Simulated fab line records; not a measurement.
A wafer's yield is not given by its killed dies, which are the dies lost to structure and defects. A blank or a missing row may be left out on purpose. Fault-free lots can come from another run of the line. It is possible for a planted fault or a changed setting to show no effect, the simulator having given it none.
fab line records | flow n5Finfet
record: lots: 5 wafers: 14 lastDay: 17
route steps=1938 shown BEOL_M4@1099 BEOL_M5@1112 PAD_METAL@1896 PASSIVATION@1910
lots that met no fault: taken from a fault-free run of the same line
startH: the number of hours between the record's first day and the start of the first shown wafer of the lot | waitH: hours since the lot's step before | " same as the row above | L1.1+2: a single row standing in for several wafers | - either no value or no given start | * or withheld: withheld | < > ~ a bound
route shown NAME@n: NAME is a module with steps in the file, n the number in the route of the first one | usual: mean/standard deviation taken from wafers without a fault | same: alike in all rows | chamber/n: place in a boat | sites: readings site by site | _std_site: the standard deviation of these | _edge_site: mean of outer sites minus mean of inner sites | radiusMm: how far each site lies from the wafer's centre | mask NAME#n: copy n | behind: tool/chamber where the wafer was last shaped | hold: why the lot was held/for how many hours/how that ended | device: whichever transistor did not switch (one of n, p or np) | end of line: the same wafers' tests at the end of the route | a step given without rows: its recipe and nothing more | killed: dies lost to structure and defects at the first sort, not the wafer's yield | map: a wafer's dies, x killed, . not, _ none there
set.NAME: the setting that was run; set.NAME@STEP: the one run at that earlier step | model.NAME: the simulator's own value behind a step, which no gauge read
lots at some steps of the route; a table a step, a row a wafer
services: a tool's chamber out of use, with start hour (startH, from the record's first day; less than 0 if before it), hours out, and reason
== steps ==
step: N5_BEOL_M4_ANNEAL_95
recipe: tempC: 400 timeS: 240 ambient: vacuum
step: N5_BEOL_M4_SPUTTER_96
recipe: material: Cu targetThkA: 45 tempC: -20 chamberPressurePa: 0.07 powerW: withheld timeS: 8.29
step: N5_BEOL_M4_ECD_50
recipe: material: Cu targetThkA: 3000
step: N5_BEOL_M4_ANNEAL_51
recipe: tempC: 225 timeS: 90 ambient: N2
step: N5_BEOL_M4_CMP_52
recipe: stopOn: SiOC tOverpolishS: 6.8 downForcePsi: 1 platenRpm: 50 clearingPlatenDownForcePsi: 1.5 clearingPlatenRpm: 50 postCmpClean: cuAlkaline targetThkNm: 40 clearingPlatenPadVelocityMS: 0.99484 padVelocityMS: 0.99484
step: N5_BEOL_M4_PRE_CLEAN_60
recipe: gas: NH3/H2 timeS: 15 tempC: * rfPowerW: 300
step: N5_BEOL_M4_CO_CAP_55
recipe: material: Co targetThkA: 20 tempC: 200 precursor: CCTBA/H2 pressureTorr: 30 timeS: 102.1
step: N5_BEOL_M4_PRE_CLEAN_56
recipe: gas: NH3 timeS: 15 tempC: withheld rfPowerW: 300
step: N5_BEOL_M4_DEP_57
recipe: material: SiCN targetThkA: 80 tempC: withheld precursor: 3MS/NH3 pressureTorr: 3 rfW: 202 timeS: 14
step: N5_BEOL_M4_RC_MEAS_101
usual: DIBL_N: 35.3/1.5 DIBL_P: 35.3/1.9 IOFF_N: 0.145/0.027 IOFF_P: 0.20/0.033 ION_N: 670/12 ION_P: 462/6.8 SS_N: 71.3/0.6 SS_P: 73.1/0.7 VT_N: 251/3.4 VT_P: -251/3.2
columns lot.wafer tool chamber startH waitH DIBL_N[mV/V] DIBL_P[mV/V] IOFF_N[nA/um] IOFF_P[nA/um] ION_N[uA/um] ION_P[uA/um] SS_N[mV/dec] SS_P[mV/dec] VT_N[mV] VT_P[mV]
L235.1 prober-01 0 222.46 0.0 35.1 34.5 0.142 0.20 681 468 71.4 72.4 251 -250
L235.2 " 0 " " 34.1 32.9 0.127 0.17 672 463 71.1 72.5 249 -248
L235.6 " 0 " " 32.3 31.5 0.108 0.16 673 460 70.6 72.2 251 -251
L238.4 prober-02 0 241.56 0.5 32.5 33.7 0.116 0.19 659 465 70.3 72.5 253 -248
L238.5 " 0 " " 31.9 32.3 0.105 0.17 648 457 71.1 72.1 253 -252
L238.6 " 0 " " 34.4 33.9 0.126 0.18 656 453 71.3 72.2 256 -253
L239.5 prober-01 0 251.58 0.6 37.5 38.3 0.186 0.24 677 467 71.4 74.6 247 -248
L239.6 " 0 " " 36.3 36.7 0.143 0.21 654 454 71.4 73.1 252 -249
L240.3 prober-02 0 253.89 0.3 36.6 37.9 0.172 0.23 681 468 71.2 73.4 246 -249
L240.5 " 0 " " 35.7 36.8 0.152 0.22 677 465 71.5 74.2 250 -251
L240.6 " 0 " " 37.6 39.0 0.208 0.26 694 466 71.4 73.8 244 -245
L250.2 prober-02 0 307.40 0.2 37.0 36.3 0.146 0.22 663 460 71.1 73.0 252 -250
L250.3 " 0 " " 37.2 35.3 0.148 0.19 651 447 72.2 73.0 252 -253
L250.6 " 0 " " 35.5 34.1 0.121 0.17 664 454 70.7 72.6 254 -250
step: N5_BEOL_M5_ILD_DEP_00
recipe: material: SiCOH_lowk targetThkA: 1406.4 tempC: 300 precursor: DEMS/porogen pressureTorr: 5 rfW: 500 timeS: 25.9
step: N5_BEOL_M5_CURE_79
recipe: tempC: 385 timeS: 240 ambient: He/Ar material: SiCOH_lowk
step: N5_BEOL_M5_PECVD_70
recipe: material: SiO2 targetThkA: 160 tempC: 400 precursor: TEOS/O2 pressureTorr: 5.5 rfW: 450 teosFlowSccm: 53.8 gas: O2 flowSccm: 3000 timeS: 18
step: N5_BEOL_M5_HM_DEP_02
recipe: material: TiN targetThkA: 200 tempC: 25 chamberPressurePa: 0.49996
step: N5_BEOL_M5_COAT_59
recipe: resist: SOC tempC: 250 timeS: 60 spinRpm: 1500 resistThkNm: 60
step: N5_BEOL_M5_COAT_60
recipe: resist: SiARC tempC: 220 timeS: 60 spinRpm: 1500 resistThkNm: 12
step: N5_BEOL_M5_COAT_71
recipe: resist: underlayer tempC: 205 timeS: 60 spinRpm: 1500 resistThkNm: 5
step: N5_BEOL_M5_COAT_05
recipe: resist: CAR-EUV spinRpm: 1500 resistThkNm: 30
step: N5_BEOL_M5_EBR_07
recipe: solvent: PGMEA ebrWidthMm: 1.5
step: N5_BEOL_M5_SOFTBAKE_06
recipe: tempC: 110 timeS: 60 resist: CAR-EUV
step: N5_BEOL_M5_EXPOSE_08
recipe: maskId: M5 na: 0.33 sourceShape: annular sigmaInner: 0.4 sigmaOuter: 0.8 polarization: unpolarized targetCdNm: 28 doseMj: 35.75
step: N5_BEOL_M5_PEB_09
recipe: pebTempC: 100 pebTimeS: 60 resist: CAR-EUV
step: N5_BEOL_M5_DEVELOP_10
recipe: developTimeS: 30 developer: TMAH resist: CAR-EUV rinseLiquid: surfactantRinse dry: airSpin devTempC: 23
step: N5_BEOL_M5_DESCUM_16
recipe: chemistry: O2 timeS: 7 sourcePowerW: 50 biasPowerW: 20 pressureMtorr: 20 rfFrequencyHz: 2.712e+07 tempC: 40 resist: CAR-EUV o2FlowSccm: 225
step: N5_BEOL_M5_ETCH_72
recipe: chemistry: N2/H2 target: underlayer targetDepthA: 65 maskMaterial: CAR-EUV timeS: 5.2 ionEnergyEv: 200 pressureMtorr: 30 sourceW: 840 biasW: 150 n2FlowSccm: 200 h2FlowSccm: 200 ends: cleared
step: N5_BEOL_M5_ETCH_61
recipe: chemistry: CF4 target: SiARC targetDepthA: 156 maskMaterial: CAR-EUV timeS: 26 ionEnergyEv: 80 pressureMtorr: 40 sourceW: 545 biasW: 36 Ar_flow_sccm: 100 cf4FlowSccm: 100 ends: cleared
step: N5_BEOL_M5_ETCH_62
recipe: chemistry: N2/H2 target: SOC targetDepthA: 750 overetchA: 150 maskMaterial: SiARC tempC: 40 timeS: 112.5 ionEnergyEv: 200 pressureMtorr: 30 sourceW: 840 biasW: 150 n2FlowSccm: 200 h2FlowSccm: 200
step: N5_BEOL_M5_STRIP_63
recipe: chemistry: N2/H2 tempC: 40 n2FlowSccm: 200 h2FlowSccm: 200 rfFrequencyHz: 6e+07
step: N5_BEOL_M5_STRIP_73
recipe: chemistry: N2/H2 tempC: 40 n2FlowSccm: 200 h2FlowSccm: 200 rfFrequencyHz: 6e+07
step: N5_BEOL_M5_STRIP_64
recipe: chemistry: CF4 resist: SiARC powerW: 300 biasPowerW: 75 pressureMtorr: 50 cf4FlowSccm: 150 rfFrequencyHz: 6e+07
step: N5_BEOL_M5_HM_OPEN_17
recipe: chemistry: Cl2/BCl3 targetDepthA: 200 overetchA: 60 target: TiN maskMaterial: SOC ionEnergyEv: 150 pressureMtorr: 10 icpW: 1000 biasW: 126 Cl2_flow_sccm: 53.25 bcl3FlowSccm: 21.75 Ar_flow_sccm: 25
step: N5_BEOL_M5_STRIP_19
recipe: chemistry: O2 powerW: 400 tempC: 40 pressureMtorr: 30 rfFrequencyHz: 6e+07 biasPowerW: 0 overashFraction: 0.2 o2FlowSccm: 225
step: N5_BEOL_M5_COAT_65
recipe: resist: SOC tempC: 250 timeS: 60 spinRpm: 1500 resistThkNm: 60
step: N5_BEOL_M5_COAT_66
recipe: resist: SiARC tempC: 220 timeS: 60 spinRpm: 1500 resistThkNm: 12
step: N5_PASSIVATION_AL_DEP_21
recipe: material: Al targetThkA: 28000 tempC: 400 timeS: 170 powerW: 30000 chamberPressurePa: 0.4 gas: Ar
usual: cathodeDcPowerW: 30000/5.8 throttleValvePct: 29.9/0.86
columns lot.wafer tool chamber startH waitH cathodeDcPowerW throttleValvePct model.Al_of_PASSIVATION_AL_DEP_21.thkNm
L235.1 pvdSputter-03 - 322.32 0.1 30000 29.8 2815
L235.2 " - " " 30005 29.9 2848
L235.6 " - " " 30001 31.6 2848
L238.4 pvdSputter-03 - 341.62 0.1 29992 31.7 2857
L238.5 " - " " 29991 29.5 4237
L238.6 " - " " 29999 29.9 4218
L239.5 pvdSputter-03 - 351.00 0.1 29996 29.5 4186
L239.6 " - " " 30005 29.9 4236
L240.3 pvdSputter-03 - 351.26 0.1 29989 29.9 2790
L240.5 " - " " 29996 29.9 4151
L240.6 " - " " 30006 29.7 4208
L250.2 pvdSputter-02 - 409.02 0.1 30000 28.9 2795
L250.3 " - " " 30002 30.4 2806
L250.6 " - " " 30000 30.1 2803
step: N5_PASSIVATION_ETCH_59
recipe: chemistry: Cl2/BCl3 target: TaN targetDepthA: 650 timeS: 34.9 ionEnergyEv: 100 pressureMtorr: 10 icpW: 900 biasW: 100 Cl2_flow_sccm: 60 bcl3FlowSccm: 30
usual: biasW: 100.02/0.28 chamberPressureMTorr: 10.001/0.0083 drypumpMotorCurrentA: 6.0/0.54 oesProductAu: 0.77/0.094 throttleValvePct: 21.06/0.21
same: timeS: 34.9
columns lot.wafer tool chamber startH waitH biasW chamberPressureMTorr drypumpMotorCurrentA oesProductAu rfHoursCounterH throttleValvePct
L235.1 rieMetal-03 0 323.37 0.3 100.02 9.986 6.2 0.65 91 20.98
L235.2 " 1 " " 100.07 10.010 6.1 0.76 61 21.12
L235.6 " 0 " " 99.96 10.005 6.2 0.65 - 20.98
L238.4 rieMetal-01 1 342.96 0.2 99.94 9.993 6.3 0.91 - 21.44
L238.5 " 1 " " 99.99 9.980 6.3 0.24 - 22.73
L238.6 " 0 " " 99.73 10.004 5.4 0.23 - 21.96
L239.5 rieMetal-03 0 352.15 0.1 100.30 9.998 6.2 0.18 - 22.24
L239.6 " 1 " " 99.93 10.008 6.1 0.20 - 22.43
L240.3 rieMetal-02 1 352.90 0.5 100.09 9.998 6.6 0.78 - 21.03
L240.5 " 1 " " 100.09 9.982 6.6 0.21 - 22.32
L240.6 " 1 " " 100.44 9.991 6.7 0.22 - 22.30
L250.2 rieMetal-01 0 410.09 0.3 100.16 9.986 5.4 0.81 36 20.66
L250.3 " 0 " " 100.14 10.004 5.5 0.80 - 20.67
L250.6 " 0 " " 100.00 10.006 5.4 0.82 - 20.68
step: N5_PASSIVATION_STRIP_52
recipe: chemistry: postEtchResidueRemover timeS: 1200 tempC: 72.5
usual: bathGuardTempC: 72.5/0.54 bathHeatDutyPct: 14.3/1.3
same: timeS: 1200
columns lot.wafer tool chamber startH waitH bathGuardTempC bathHeatDutyPct model.Al_of_PASSIVATION_AL_DEP_21.thkNm
L235.1 wetBench-04 5 325.84 - 72.8 14.8 2799
L235.2 " 1 " " 72.3 14.2 2832
L235.6 " 7 " " 73.2 13.2 2832
L238.4 wetBench-05 1 345.34 - 72.5 14.3 2842
L238.5 " 2 " " 72.4 14.3 4221
L238.6 " 0 " " 72.5 14.9 4202
L239.5 wetBench-05 2 353.96 - 72.4 15.1 4171
L239.6 " 3 " " 71.8 13.0 4221
L240.3 wetBench-04 4 355.67 - 71.3 14.5 2775
L240.5 " 7 " " 73.3 14.4 4136
L240.6 " 6 " " 72.6 14.7 4193
L250.2 wetBench-05 5 411.98 - 71.1 13.5 2780
L250.3 " 4 " " 72.5 14.7 2791
L250.6 " 6 " " 72.1 17.8 2787
step: N5_PASSIVATION_PROBE_49
usual: defectLimitedYield: 91.2/1.5 killed_at_M0_to_M3: 34/11 killed_at_M4_up: 14/5.4 killedAtContacts: 12/5.9 killedAtFrontEnd: 40/12 killedAtOther: 4/3.3 killedDies: 103/18 killedOnRim: 14/4.1 killedOpen: 68/13 killedShort: 34/7.5 sort_bin_5_function: 5.1/1 sort_bin_6_memory: 3.3/0.7 sortNPass: 1076/18 sortYieldPct: 91.2/1.5
same: grossDies: 1180 killedAtBackSide: 0 sort_bin_4_leakage[%]: 0 sort_bin_8_speed[%]: 0
columns lot.wafer tool chamber startH waitH defectLimitedYield[%] killed_at_M0_to_M3 killed_at_M4_up killedAtContacts killedAtFrontEnd killedAtOther killedDies killedOnRim killedOpen killedShort sort_bin_5_function[%] sort_bin_6_memory[%] sortNPass sortYieldPct[%]
L235.1 prober-02 - 328.27 0.0 89.9 38 15 24 34 8 119 19 83 35 6.4 3.2 1061 89.9
L235.2 prober-02 - 328.32 0.1 92.5 22 10 17 36 4 89 9 58 30 4.2 3.1 1091 92.5
L235.6 prober-02 - 328.52 0.3 92.3 28 16 22 22 3 91 19 58 33 4.3 3.1 1089 92.3
L238.4 prober-02 - 347.95 0.2 91.1 40 14 10 37 4 105 14 67 36 5.8 2.9 1075 91.1
L238.5 prober-02 - 348.00 0.2 0 38 10 11 26 1095 1180 152 54 40 96.0 3.6 0 0
L238.6 prober-02 - 348.05 0.3 0 47 14 9 26 1084 1180 152 66 38 96.0 3.4 0 0
L239.5 prober-01 - 356.59 0.2 0 26 12 4 28 1110 1180 152 34 38 97.1 2.6 0 0
L239.6 prober-01 - 356.64 0.3 0 48 20 21 27 1064 1180 152 86 38 96.4 3.4 0 0
L240.5 prober-01 - 359.68 0.2 0 38 12 18 35 1077 1180 152 64 37 96.3 3.6 0 0
L240.6 prober-01 - 359.73 0.3 0 43 10 17 42 1068 1180 152 75 39 96.4 3.3 0 0
killed by level:class
L235.1 MOL_CONTACT_COAG:geometricParticle:open=22 BEOL_M0_SAQP:geometricParticle:open=7 BEOL_M0_SAQP:geometricParticle:short=7 STI_FIN_REVEAL:geometricParticle:open=6 DUMMY_GATE:geometricParticle:open=6 FIN_SAQP:geometricParticle:open=5 BEOL_M1:geometricParticle:open=5 BEOL_M3:geometricParticle:open=5
L235.2 MOL_CONTACT_COAG:geometricParticle:open=13 FIN_SAQP:geometricParticle:open=11 BEOL_M0_SAQP:geometricParticle:short=6 FIN_SAQP:geometricParticle:short=5 STI_FIN_REVEAL:geometricParticle:open=5 BEOL_M4:geometricParticle:open=5 MOL_CONTACT_COAG:geometricParticle:short=4 DUMMY_GATE:geometricParticle:short=3
L235.6 MOL_CONTACT_COAG:geometricParticle:open=13 MOL_CONTACT_COAG:geometricParticle:short=9 BEOL_M3:geometricParticle:open=9 BEOL_M1:geometricParticle:short=7 DUMMY_GATE:geometricParticle:open=6 BEOL_M4:geometricParticle:open=5 BEOL_M0_SAQP:geometricParticle:open=4 BEOL_M2:geometricParticle:open=4
L238.4 FIN_SAQP:geometricParticle:short=12 STI_FIN_REVEAL:geometricParticle:open=10 MOL_CONTACT_COAG:geometricParticle:open=10 BEOL_M1:geometricParticle:open=9 BEOL_M3:geometricParticle:open=7 BEOL_M0_SAQP:geometricParticle:open=6 FIN_SAQP:geometricParticle:open=4 BEOL_M0_SAQP:geometricParticle:short=4
L238.5 PASSIVATION:areaEtch=1085 BEOL_M0_SAQP:geometricParticle:short=10 FIN_SAQP:geometricParticle:short=9 BEOL_M0_SAQP:geometricParticle:open=9 MOL_CONTACT_COAG:geometricParticle:open=8 BEOL_M0:geometricParticle:short=5 BEOL_M3:geometricParticle:open=5 STI_FIN_REVEAL:geometricParticle:open=4
L238.6 PASSIVATION:areaEtch=1076 BEOL_M0_SAQP:geometricParticle:open=16 BEOL_M0_SAQP:geometricParticle:short=10 BEOL_M1:geometricParticle:open=8 FIN_SAQP:geometricParticle:open=6 FIN_SAQP:geometricParticle:short=6 MOL_CONTACT_COAG:geometricParticle:open=6 MIM_TOP_ETCH:geometricParticle:short=5
L239.5 PASSIVATION:areaEtch=1108 FIN_SAQP:geometricParticle:short=9 BEOL_M0_SAQP:geometricParticle:short=9 FIN_SAQP:geometricParticle:open=6 BEOL_M0_SAQP:geometricParticle:open=5 BEOL_M1:geometricParticle:open=4 BEOL_M4:geometricParticle:open=4 GATE_CUT:geometricParticle:short=3
L239.6 PASSIVATION:areaEtch=1056 MOL_CONTACT_COAG:geometricParticle:open=17 BEOL_M0_SAQP:geometricParticle:open=15 BEOL_M0_SAQP:geometricParticle:short=11 BEOL_M4:geometricParticle:open=10 FIN_SAQP:geometricParticle:short=7 FIN_SAQP:geometricParticle:open=7 BEOL_M3:geometricParticle:open=7
L240.5 PASSIVATION:areaEtch=1076 BEOL_M2:geometricParticle:open=15 MOL_CONTACT_COAG:geometricParticle:open=11 FIN_SAQP:geometricParticle:short=10 FIN_SAQP:geometricParticle:open=8 MOL_CONTACT_COAG:geometricParticle:short=7 BEOL_M1:geometricParticle:open=5 DUMMY_GATE:geometricParticle:open=4
L240.6 PASSIVATION:areaEtch=1065 FIN_SAQP:geometricParticle:open=12 MOL_CONTACT_COAG:geometricParticle:open=12 BEOL_M0_SAQP:geometricParticle:open=10 BEOL_M2:geometricParticle:open=10 FIN_SAQP:geometricParticle:short=9 BEOL_M4:geometricParticle:open=8 BEOL_M0_SAQP:geometricParticle:short=7
map L238.5 (x killed, . not)
_________________xxxxxxxxxxxx________________
______________xxxxxxxxxxxxxxxxxx_____________
___________xxxxxxxxxxxxxxxxxxxxxxxx__________
__________xxxxxxxxxxxxxxxxxxxxxxxxxx_________
________xxxxxxxxxxxxxxxxxxxxxxxxxxxxxx_______
_______xxxxxxxxxxxxxxxxxxxxxxxxxxxxxxxx______
______xxxxxxxxxxxxxxxxxxxxxxxxxxxxxxxxxx_____
_____xxxxxxxxxxxxxxxxxxxxxxxxxxxxxxxxxxxx____
____xxxxxxxxxxxxxxxxxxxxxxxxxxxxxxxxxxxxxx___
___xxxxxxxxxxxxxxxxxxxxxxxxxxxxxxxxxxxxxxxx__
___xxxxxxxxxxxxxxxxxxxxxxxxxxxxxxxxxxxxxxxx__
__xxxxxxxxxxxxxxxxxxxxxxxxxxxxxxxxxxxxxxxxxx_
__xxxxxxxxxxxxxxxxxxxxxxxxxxxxxxxxxxxxxxxxxx_
_xxxxxxxxxxxxxxxxxxxxxxxxxxxxxxxxxxxxxxxxxxxx
_xxxxxxxxxxxxxxxxxxxxxxxxxxxxxxxxxxxxxxxxxxxx
_xxxxxxxxxxxxxxxxxxxxxxxxxxxxxxxxxxxxxxxxxxxx
_xxxxxxxxxxxxxxxxxxxxxxxxxxxxxxxxxxxxxxxxxxxx
_xxxxxxxxxxxxxxxxxxxxxxxxxxxxxxxxxxxxxxxxxxxx
_xxxxxxxxxxxxxxxxxxxxxxxxxxxxxxxxxxxxxxxxxxxx
_xxxxxxxxxxxxxxxxxxxxxxxxxxxxxxxxxxxxxxxxxxxx
_xxxxxxxxxxxxxxxxxxxxxxxxxxxxxxxxxxxxxxxxxxxx
__xxxxxxxxxxxxxxxxxxxxxxxxxxxxxxxxxxxxxxxxxx_
__xxxxxxxxxxxxxxxxxxxxxxxxxxxxxxxxxxxxxxxxxx_
___xxxxxxxxxxxxxxxxxxxxxxxxxxxxxxxxxxxxxxxx__
___xxxxxxxxxxxxxxxxxxxxxxxxxxxxxxxxxxxxxxxx__
____xxxxxxxxxxxxxxxxxxxxxxxxxxxxxxxxxxxxxx___
_____xxxxxxxxxxxxxxxxxxxxxxxxxxxxxxxxxxxx____
______xxxxxxxxxxxxxxxxxxxxxxxxxxxxxxxxxx_____
_______xxxxxxxxxxxxxxxxxxxxxxxxxxxxxxxx______
________xxxxxxxxxxxxxxxxxxxxxxxxxxxxxx_______
__________xxxxxxxxxxxxxxxxxxxxxxxxxx_________
___________xxxxxxxxxxxxxxxxxxxxxxxx__________
______________xxxxxxxxxxxxxxxxxx_____________
_________________xxxxxxxxxxxx________________
map L239.5 (x killed, . not)
_________________xxxxxxxxxxxx________________
______________xxxxxxxxxxxxxxxxxx_____________
___________xxxxxxxxxxxxxxxxxxxxxxxx__________
__________xxxxxxxxxxxxxxxxxxxxxxxxxx_________
________xxxxxxxxxxxxxxxxxxxxxxxxxxxxxx_______
_______xxxxxxxxxxxxxxxxxxxxxxxxxxxxxxxx______
______xxxxxxxxxxxxxxxxxxxxxxxxxxxxxxxxxx_____
_____xxxxxxxxxxxxxxxxxxxxxxxxxxxxxxxxxxxx____
____xxxxxxxxxxxxxxxxxxxxxxxxxxxxxxxxxxxxxx___
___xxxxxxxxxxxxxxxxxxxxxxxxxxxxxxxxxxxxxxxx__
___xxxxxxxxxxxxxxxxxxxxxxxxxxxxxxxxxxxxxxxx__
__xxxxxxxxxxxxxxxxxxxxxxxxxxxxxxxxxxxxxxxxxx_
__xxxxxxxxxxxxxxxxxxxxxxxxxxxxxxxxxxxxxxxxxx_
_xxxxxxxxxxxxxxxxxxxxxxxxxxxxxxxxxxxxxxxxxxxx
_xxxxxxxxxxxxxxxxxxxxxxxxxxxxxxxxxxxxxxxxxxxx
_xxxxxxxxxxxxxxxxxxxxxxxxxxxxxxxxxxxxxxxxxxxx
_xxxxxxxxxxxxxxxxxxxxxxxxxxxxxxxxxxxxxxxxxxxx
_xxxxxxxxxxxxxxxxxxxxxxxxxxxxxxxxxxxxxxxxxxxx
_xxxxxxxxxxxxxxxxxxxxxxxxxxxxxxxxxxxxxxxxxxxx
_xxxxxxxxxxxxxxxxxxxxxxxxxxxxxxxxxxxxxxxxxxxx
_xxxxxxxxxxxxxxxxxxxxxxxxxxxxxxxxxxxxxxxxxxxx
__xxxxxxxxxxxxxxxxxxxxxxxxxxxxxxxxxxxxxxxxxx_
__xxxxxxxxxxxxxxxxxxxxxxxxxxxxxxxxxxxxxxxxxx_
___xxxxxxxxxxxxxxxxxxxxxxxxxxxxxxxxxxxxxxxx__
___xxxxxxxxxxxxxxxxxxxxxxxxxxxxxxxxxxxxxxxx__
____xxxxxxxxxxxxxxxxxxxxxxxxxxxxxxxxxxxxxx___
_____xxxxxxxxxxxxxxxxxxxxxxxxxxxxxxxxxxxx____
______xxxxxxxxxxxxxxxxxxxxxxxxxxxxxxxxxx_____
_______xxxxxxxxxxxxxxxxxxxxxxxxxxxxxxxx______
________xxxxxxxxxxxxxxxxxxxxxxxxxxxxxx_______
__________xxxxxxxxxxxxxxxxxxxxxxxxxx_________
___________xxxxxxxxxxxxxxxxxxxxxxxx__________
______________xxxxxxxxxxxxxxxxxx_____________
_________________xxxxxxxxxxxx________________
== services ==
columns tool chamber startH hours kind
rieMetal-02 0 351.64 - clean
rieMetal-02 0 351.64 13.3 scheduledDown
rieMetal-02 0 351.64 13.3 ventCycle
pvdSputter-03 - 407.82 2.5 repair
== key ==
firstSign: step: N5_PASSIVATION_ETCH_59 reading: oesProductAu direction: down sigmas: 5.9 usual: 0.77 struck: 0.21
effect: step: N5_PASSIVATION_PROBE_49 reading: killedAtOther direction: up sigmas: 99+ usual: 4 struck: 1083
modelEffect: step: N5_PASSIVATION_AL_DEP_21 value: Al_of_PASSIVATION_AL_DEP_21.thkNm without: 2834 struck: 4206
modelEffect: step: N5_PASSIVATION_STRIP_52 value: Al_of_PASSIVATION_AL_DEP_21.thkNm without: 2819 struck: 4191
moreKillsBornAt: N5_PASSIVATION_ETCH_59@rieMetal-03: 2164 N5_PASSIVATION_ETCH_59@rieMetal-01: 2161 N5_PASSIVATION_ETCH_59@rieMetal-02: 2141
metAt N5_PASSIVATION_AL_DEP_21
struckWafers L238.5,L238.6,L239.5,L239.6,L240.5,L240.6
laterRowsLeftOut L238.5,L238.6,L239.5,L239.6,L240.5,L240.6
onsetBetween 322.32 341.62
fault: kind: processParameterDrift tool: pvdSputter-03 chamber: - onsetH: 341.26 steps: N5_PASSIVATION_AL_DEP_21 channel: timeS offset: * shape: step endH: 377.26 scope: struckWafersOnly actsIn: * stated: *
laterRowsLeftOut: the simulator's readings of these wafers behind a module that went badly wrong aren't trusted and aren't shown, but for the sort
